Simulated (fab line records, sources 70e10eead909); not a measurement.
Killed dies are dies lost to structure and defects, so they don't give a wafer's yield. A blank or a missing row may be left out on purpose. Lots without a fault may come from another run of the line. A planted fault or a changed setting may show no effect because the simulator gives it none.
fab line records | flow nand_harc
record lots=12 wafers=36 last_day=33
route steps=1302 shown P_STI@84 P_GATE@139
lots that met no fault: from a run of the same line without faults
start_h: hours from the record's first day to the start of the lot's first wafer shown | wait_h: hours since the lot's step before | " the same as in the row above | L1.1+2: a row that stands for several wafers | - no value, or no start given | * or withheld: withheld | < > ~ a bound
route shown NAME@n: a module of which the file shows steps, and the number in the route of the first | usual: mean/standard deviation of fault-free wafers | same: alike in all rows | chamber/n: place in a boat | sites: the reading at each site | _std_site: their standard deviation | _edge_site: outer sites' mean less inner sites' | radius_mm: how far each site lies from the wafer's centre | mask NAME#n: copy n | behind: the tool/chamber that last shaped the wafer | hold: why the lot was held/for how many hours/how that ended | device: the transistor (n, p or np) that didn't switch | end of line: the same wafers' tests at the end of the route | a step without rows: its recipe alone | killed: dies lost to structure and defects at the first sort, not the wafer's yield | map: a wafer's dies, x killed, . not, _ none there
set.NAME: the setting as run; set.NAME@STEP: as run at that earlier step | model.NAME: the simulator's own value behind a step, which no gauge read
steps of the route over a sample of lots; a table a step, a row a wafer
services: from which hour (start_h, from the record's first day; less than 0 if before it) a tool's chamber was out of use, for how many hours, and why
## steps
# step NHARC_P_STI_OVL_MEAS_10
# usual overlay_x_nm=-2/6.3 overlay_y_nm=2/5.6
# columns lot.wafer tool chamber start_h wait_h overlay_x_nm overlay_y_nm
L951.3 overlay-01 - 54.90 - 9 -3
L951.4 " - " " 10 -2
L951.6 " - " " 10 -3
L952.1 overlay-01 - 62.70 - -10 -1
L952.2 " - " " -11 -1
L952.5 " - " " -10 -1
L954.1 overlay-02 - 82.91 - 12 3
L954.3 " - " " 12 3
L954.6 " - " " 12 3
L959.3 overlay-02 - 133.55 - -8 2
L959.4 " - " " -8 2
L959.6 " - " " -8 2
L963.1 overlay-01 - 172.94 - 1 3
L963.4 " - " " 1 3
L963.5 " - " " 0 3
L964.2 overlay-02 - 183.62 - -6 7
L964.3 " - " " -6 7
L964.6 " - " " -6 8
L965.4 overlay-01 - 194.33 - -3 1
L965.5 " - " " -3 1
L965.6 " - " " -3 0
L968.2 overlay-02 - 224.89 - -6 6
L968.5 " - " " -5 6
L968.6 " - " " -6 6
L969.1 overlay-02 - 237.56 - -7 7
L969.2 " - " " -6 7
L969.5 " - " " -7 7
L971.1 overlay-02 - 253.23 - 1 1
L971.2 " - " " 1 0
L971.4 " - " " 1 0
L972.2 overlay-01 - 264.55 - 10 5
L972.4 " - " " 9 5
L972.6 " - " " 10 5
L973.3 overlay-01 - 272.95 - 3 13
L973.4 " - " " 2 12
L973.5 " - " " 3 12
# step NHARC_P_GATE_PEB_24
# recipe peb_temp_c=100 peb_time_s=65
# usual chill_plate_temp_C=22.99/0.098 heater_power_total_W=156.6/0.41
# columns lot.wafer tool chamber start_h wait_h chill_plate_temp_C heater_power_total_W
L951.3 litho_track-04 0 102.15 0.0 22.97 157.2
L951.4 " 0 " " 23.06 156.1
L951.6 " 0 " " 22.97 156.5
L952.1 litho_track-04 0 116.11 0.1 23.09 157.0
L952.2 " 0 " " 23.09 156.4
L952.5 " 0 " " 23.07 157.1
L954.1 litho_track-01 0 139.89 0.1 22.89 156.0
L954.3 " 0 " " 22.97 156.9
L954.6 " 0 " " 22.97 157.0
L959.3 litho_track-04 0 186.01 0.0 23.02 164.1
L959.4 " 0 " " 22.86 164.5
L959.6 " 0 " " 22.97 164.9
L963.1 litho_track-04 0 223.70 0.1 23.16 164.2
L963.4 " 0 " " 23.00 164.7
L963.5 " 0 " " 23.10 164.9
L964.2 litho_track-06 0 247.59 0.1 22.92 156.8
L964.3 " 0 " " 22.88 157.0
L964.6 " 0 " " 22.89 157.0
L965.4 litho_track-06 0 248.35 0.0 23.10 157.1
L965.5 " 0 " " 23.13 157.1
L965.6 " 0 " " 23.14 156.3
L968.2 litho_track-01 0 277.02 0.1 23.08 156.7
L968.5 " 0 " " 23.10 156.7
L968.6 " 0 " " 23.00 156.0
L969.1 litho_track-06 0 287.50 0.1 22.82 156.8
L969.2 " 0 " " 22.88 155.9
L969.5 " 0 " " 22.84 156.7
L971.1 litho_track-06 0 304.56 0.1 22.96 157.2
L971.2 " 0 " " 22.89 157.0
L971.4 " 0 " " 22.94 156.2
L972.2 litho_track-06 0 313.42 0.1 23.15 156.9
L972.4 " 0 " " 23.01 156.7
L972.6 " 0 " " 23.15 156.3
L973.3 litho_track-01 0 323.43 0.0 23.15 156.1
L973.4 " 0 " " 23.05 157.1
L973.5 " 0 " " 23.17 155.9
# step NHARC_P_GATE_CD_MEAS_26
# recipe target_cd_nm=120 landing_energy_ev=500
# usual cd_nm=120.0/0.94
# columns lot.wafer tool chamber start_h wait_h cd_nm
L951.3 cd_sem-03 0 102.23 - 120.5
L951.4 " 0 " " 120.4
L951.6 " 0 " " 121.0
L952.1 cd_sem-03 0 116.20 - 120.6
L952.2 " 0 " " 122.3
L952.5 " 0 " " 120.7
L954.1 cd_sem-02 0 139.96 - 120.5
L954.3 " 0 " " 121.6
L954.6 " 0 " " 121.3
L959.3 cd_sem-01 0 186.09 - 123.9
L959.4 " 0 " " 124.6
L959.6 " 0 " " 124.3
L963.1 cd_sem-03 0 223.78 - 123.4
L963.4 " 0 " " 123.9
L963.5 " 0 " " 122.6
L964.2 cd_sem-02 0 247.67 - 120.3
L964.3 " 0 " " 119.4
L964.6 " 0 " " 121.3
L965.4 cd_sem-02 0 248.44 - 119.9
L965.5 " 0 " " 118.8
L965.6 " 0 " " 119.9
L968.2 cd_sem-01 0 277.10 - 119.4
L968.5 " 0 " " 120.3
L968.6 " 0 " " 120.4
L969.1 cd_sem-02 0 287.58 - 120.8
L969.2 " 0 " " 119.0
L969.5 " 0 " " 118.8
L971.1 cd_sem-02 0 304.64 - 120.0
L971.2 " 0 " " 119.5
L971.4 " 0 " " 119.5
L972.2 cd_sem-02 0 313.50 - 119.7
L972.4 " 0 " " 119.2
L972.6 " 0 " " 119.8
L973.3 cd_sem-03 0 323.51 - 120.6
L973.4 " 0 " " 120.7
L973.5 " 0 " " 121.0
# step NHARC_P_GATE_OVL_MEAS_27
# usual overlay_x_nm=0.0/0.84 overlay_y_nm=0.0/0.85
# columns lot.wafer tool chamber start_h wait_h overlay_x_nm overlay_y_nm
L951.3 overlay-01 - 102.31 - 0.3 1.5
L951.4 " - " " -0.1 1.6
L951.6 " - " " -0.5 1.1
L952.1 overlay-02 - 116.28 - -1.5 0.8
L952.2 " - " " -1.6 0.3
L952.5 " - " " -1.4 0.7
L954.1 overlay-02 - 140.05 - -0.2 0.2
L954.3 " - " " -0.7 0.1
L954.6 " - " " -0.4 -0.2
L959.3 overlay-02 - 186.17 - 0.8 -0.6
L959.4 " - " " 0.9 -0.6
L959.6 " - " " 0.8 -0.1
L963.1 overlay-01 - 223.87 - -1.4 -0.6
L963.4 " - " " -1.1 -0.5
L963.5 " - " " -0.9 -1.0
L964.2 overlay-01 - 247.76 - 0.9 0.7
L964.3 " - " " 0.6 0.4
L964.6 " - " " 0.6 0.5
L965.4 overlay-01 - 248.52 - -1.0 -1.7
L965.5 " - " " -0.1 -1.0
L965.6 " - " " -0.6 -1.3
L968.2 overlay-01 - 277.19 - 0.0 -1.9
L968.5 " - " " 0.6 -1.2
L968.6 " - " " 0.9 -1.3
L969.1 overlay-01 - 287.66 - -0.2 0.4
L969.2 " - " " 0.2 0.0
L969.5 " - " " -0.1 0.0
L971.1 overlay-01 - 304.73 - 1.2 0.8
L971.2 " - " " 1.3 1.2
L971.4 " - " " 1.7 1.1
L972.2 overlay-02 - 313.59 - 0.6 2.1
L972.4 " - " " 0.7 1.2
L972.6 " - " " 0.8 1.1
L973.3 overlay-02 - 323.60 - -0.2 -0.4
L973.4 " - " " -0.2 -1.8
L973.5 " - " " 0.1 -1.2
# step NHARC_P_GATE_ETCH_114
# recipe target_depth_a=300 overetch_a=30 time_s=16.5 ion_energy_ev=100 cf4_flow_sccm=80 o2_flow_sccm=20 ar_flow_sccm=0 rf_w=300 bias_w=100 chemistry=CF4/O2
# usual chamber_pressure_mTorr=30.004/0.029 drypump_motor_current_A=6.0/0.49 oes_product_au=0.996/0.012 rf_vpp_V=197.4/1.4 showerhead_plenum_p_Torr=1.32/0.054 throttle_valve_pct=13.397/0.0097
# columns lot.wafer tool chamber start_h wait_h chamber_pressure_mTorr drypump_motor_current_A oes_product_au rf_hours_counter_h rf_vpp_V showerhead_plenum_p_Torr throttle_valve_pct
L951.4 rie_diel-06 3 - - 30.017 6.6 0.993 8.8 198.8 1.34 13.396
L951.3 " 0 " " 30.033 6.4 0.998 7.3 194.7 1.26 13.373
L951.6 " 2 " " 29.943 6.7 1.001 - 194.8 1.30 13.413
L952.2 rie_diel-13 0 - - 30.039 6.5 1.001 11.2 197.7 1.39 13.399
L952.1 " 1 " " 29.995 6.0 1.014 9.8 199.3 1.42 13.396
L952.5 " 0 " " 29.994 6.5 1.000 - 197.1 1.39 13.407
L954.1 rie_diel-06 3 - - 30.015 6.6 1.018 0.0 198.8 1.34 13.400
L954.3 " 0 " " 30.005 6.4 0.995 0.1 195.5 1.26 13.385
L954.6 " 3 " " 29.984 6.7 1.004 - 198.8 1.34 13.379
L959.3 rie_diel-06 1 - - 29.957 5.5 0.984 4.5 197.0 1.26 13.379
L959.4 " 3 " " 29.950 6.6 1.000 4.1 196.6 1.34 13.399
L959.6 " 1 " " 29.998 5.5 0.976 - 197.1 1.26 13.395
L963.1 rie_diel-06 2 - - 30.016 6.7 0.993 4.2 195.6 1.30 13.390
L963.4 " 1 " " 30.004 5.5 0.996 5.0 196.4 1.26 13.399
L963.5 " 2 " " 29.992 6.7 0.997 - 197.1 1.30 13.405
L964.2 rie_diel-13 0 - - 30.006 6.5 1.019 4.8 199.7 1.39 13.385
L964.3 " 3 " " 30.045 5.7 0.969 3.4 197.7 1.33 13.386
L964.6 " 0 " " 29.977 6.5 1.015 - 198.1 1.39 13.397
L965.4 rie_diel-13 0 - - 29.952 6.5 1.007 4.9 199.3 1.39 13.400
L965.6 " 1 " " 29.995 6.0 1.009 - 198.8 1.42 13.401
L965.5 " 2 " " 29.987 5.9 0.992 - 197.2 1.30 13.411
L968.2 rie_diel-08 1 - - 30.032 5.7 1.012 5.6 197.9 1.29 13.418
L968.6 " 2 " " 30.002 5.2 0.992 - 199.1 1.34 13.399
L968.5 " 3 " " 29.996 5.6 0.992 - 196.0 1.27 13.408
L969.1 rie_diel-08 3 - - 29.974 5.6 1.007 5.4 196.4 1.26 13.413
L969.2 " 1 " " 29.985 5.7 1.007 6.4 198.2 1.29 13.396
L969.5 " 2 " " 29.999 5.2 0.998 - 197.5 1.34 13.374
L971.1 rie_diel-08 1 - - 30.014 5.7 1.010 7.6 194.9 1.29 13.402
L971.2 " 3 " " 30.000 5.7 1.002 7.3 196.2 1.26 13.397
L971.4 " 0 " " 30.010 6.0 0.987 6.8 199.3 1.41 13.398
L972.4 rie_diel-13 3 - - 29.973 5.7 0.986 7.4 197.8 1.33 13.402
L972.2 " 2 " " 30.066 5.9 1.002 8.4 196.5 1.30 13.393
L972.6 " 0 " " 30.040 6.5 1.004 - 199.1 1.39 13.405
L973.4 rie_diel-08 0 - - 30.035 6.1 0.993 7.8 199.4 1.41 13.401
L973.3 " 1 " " 30.061 5.7 1.002 8.6 196.2 1.29 13.397
L973.5 " 0 " " 30.058 6.0 1.000 - 199.3 1.41 13.401
## services
# columns tool chamber start_h hours kind
rie_diel-13 1 80.47 8.1 repair
rie_diel-06 0 84.70 - clean
rie_diel-06 1 84.70 - clean
rie_diel-06 2 84.70 - clean
rie_diel-06 3 84.70 - clean
rie_diel-13 2 95.00 9.2 repair
rie_diel-13 0 95.06 - clean
rie_diel-13 - 122.65 2.1 repair
rie_diel-06 - 130.20 9.0 pm
litho_track-01 - 155.00 7.0 pm
rie_diel-13 2 156.02 1.6 repair
rie_diel-08 2 162.08 6.1 repair
rie_diel-13 - 165.04 9.0 pm
rie_diel-08 3 171.72 10.4 repair
litho_track-06 - 179.00 7.0 pm
rie_diel-13 3 184.78 24.1 repair
rie_diel-08 3 185.72 15.0 repair
rie_diel-08 - 190.80 9.0 pm
litho_track-04 - 203.00 7.0 pm
rie_diel-06 0 203.88 3.9 repair
rie_diel-06 - 228.42 2.5 repair
rie_diel-13 1 256.32 3.7 repair
rie_diel-06 3 295.90 8.2 repair
rie_diel-06 - 307.20 9.0 pm
## key
first_sign step=NHARC_P_GATE_PEB_24 reading=heater_power_total_W direction=up sigmas=19 usual=* struck=*
effect step=NHARC_P_GATE_CD_MEAS_26 reading=cd_nm direction=up sigmas=4.1 usual=120.0 struck=123.8
met_at NHARC_P_GATE_PEB_24
struck_lots L959,L963
tester_left_out L959,L963
not_acting_at NHARC_P_STI_OVL_MEAS_10,NHARC_P_GATE_OVL_MEAS_27,NHARC_P_GATE_ETCH_114
onset_between 116.11 186.01
fault kind=process_parameter_drift tool=litho_track-04 chamber=- onset_h=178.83 steps=NHARC_P_GATE_PEB_24 channel=peb_time_s offset=* shape=step end_h=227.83 acts_in=* stated=*
# tester_left_out: of these lots the tester's yield and bins aren't shown, on N5 and GAA mostly nor the transistor test; their killed dies are dies lost to structure and defects alone, not to doping, threshold or leakage, so they don't give the yield
